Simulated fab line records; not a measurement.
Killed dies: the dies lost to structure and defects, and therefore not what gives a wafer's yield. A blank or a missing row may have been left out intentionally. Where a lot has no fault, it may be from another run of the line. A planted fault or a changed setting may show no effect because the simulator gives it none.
A struck lot beside a sound one || flow n5 finfet || 14 out of 1938 route steps
Sound: wafers L412.2, L412.4, L412.6. Struck: wafers L415.1, L415.6. (L415.4 of the same lot was not struck and is left out.) The cause comes at the end.
At each step with rows: each side's tool, then ch and its chambers, then its first start. Under that, the readings that differ: sound wafers || struck wafers || difference of the means || sigmas: that difference in standard deviations of wafers without a fault.
alike: readings with means less than 2 such deviations apart, plus words and numbers identical on both sides. not compared: withheld readings, readings lacking a value on some wafer, bounds such as >300 that could conceal the same value, and numbers that have no deviation in the record and whose values overlap.
The two part at a step that has a row with sigmas, a row that says differs or no value, or rows on one side only. When numbers do not overlap yet have no deviation, they are printed without sigmas and do not part them. A reading missing from all wafers of one side parts the sides only when that side holds two or more wafers.

first, 9 steps without rows for these wafers: N5_MOL_CONTACT_COAG_DEVELOP_07 (develop time 30 s); N5_MOL_CONTACT_COAG_DESCUM_13 (chemistry O2, time 7 s); N5_MOL_CONTACT_COAG_ETCH_59 (etches underlayer in N2/H2, target depth 13 nm, time 10.4 s); N5_MOL_CONTACT_COAG_ETCH_105 (etches SiARC in CF4, target depth 15.6 nm, time 26 s); N5_MOL_CONTACT_COAG_ETCH_106 (etches SOC in N2/H2, target depth 80 nm, overetch 16 nm, time 120 s); N5_MOL_CONTACT_COAG_STRIP_107 (strips in N2/H2); N5_MOL_CONTACT_COAG_STRIP_108 (strips in N2/H2); N5_MOL_CONTACT_COAG_CONTACT_ETCH_14 (etches SiO2 in C4F6/O2, target depth 27.5 nm, overetch 8.5 nm, time 20 s); N5_MOL_CONTACT_COAG_STRIP_109 (strips in C4F6/O2).
N5_MOL_CONTACT_COAG_ETCH_15: etches SiNx in CH3F/O2, stops on Si:P, target depth 7 nm.
  sound on rie diel-03 ch 1,2,3, day 5 17:10; struck on rie diel-03 ch 0,2, day 6 16:25
{"reading": "model.SOC_of_MOL_CONTACT_COAG_COAT_103.thk nm (nm)", "sound": "75.6 75.4 75.2", "struck": "74 74.4", "difference": -1, "sigmas": ""}
  alike: chamber pressure mTorr, drypump motor current A, mfc ar sccm, oes product au, rf vpp V, showerhead plenum p Torr, throttle valve pct
  not compared: rf hours counter h
N5_MOL_CONTACT_COAG_ETCH_110: etches Si in CF4/O2, target depth 2.5 nm, time 8 s.
  sound on rie diel-03 ch 1,2,3, day 5 17:13; struck on rie diel-03 ch 0,2, day 6 16:28
{"reading": "model.SOC_of_MOL_CONTACT_COAG_COAT_103.thk nm (nm)", "sound": "74 74 73.8", "struck": "72.4 73", "difference": -1.2, "sigmas": ""}
  alike: chamber pressure mTorr, drypump motor current A, mfc ar sccm, oes product au, rf vpp V, showerhead plenum p Torr, throttle valve pct
  not compared: rf hours counter h
then, 1 step without rows for these wafers: N5_MOL_CONTACT_COAG_STRIP_98 (strips in N2/H2).
-- the record jumps here: 3 days lie between the struck wafers' starts before and after (it left off in module MOL_CONTACT_COAG and takes up again in module BEOL_M4, whose first step shown is number 1111 of the route) --
N5_BEOL_M4_RC_MEAS_101:
  sound on prober-02 ch 0, day 8 18:12; struck on prober-02 ch 0, day 9 15:07
  alike: DIBL_N, DIBL_P, IOFF_N, IOFF_P, ION_N, ION_P, SS_N, SS_P, VT_N, VT_P
N5_PASSIVATION_PROBE_49:
  sound wafers here have rows in the record (prober-01, day 12 02:04); struck ones have none

## WHERE THEY PART
Only at N5_PASSIVATION_PROBE_49, as far as this record shows.

WHY: the cause the simulator had injected
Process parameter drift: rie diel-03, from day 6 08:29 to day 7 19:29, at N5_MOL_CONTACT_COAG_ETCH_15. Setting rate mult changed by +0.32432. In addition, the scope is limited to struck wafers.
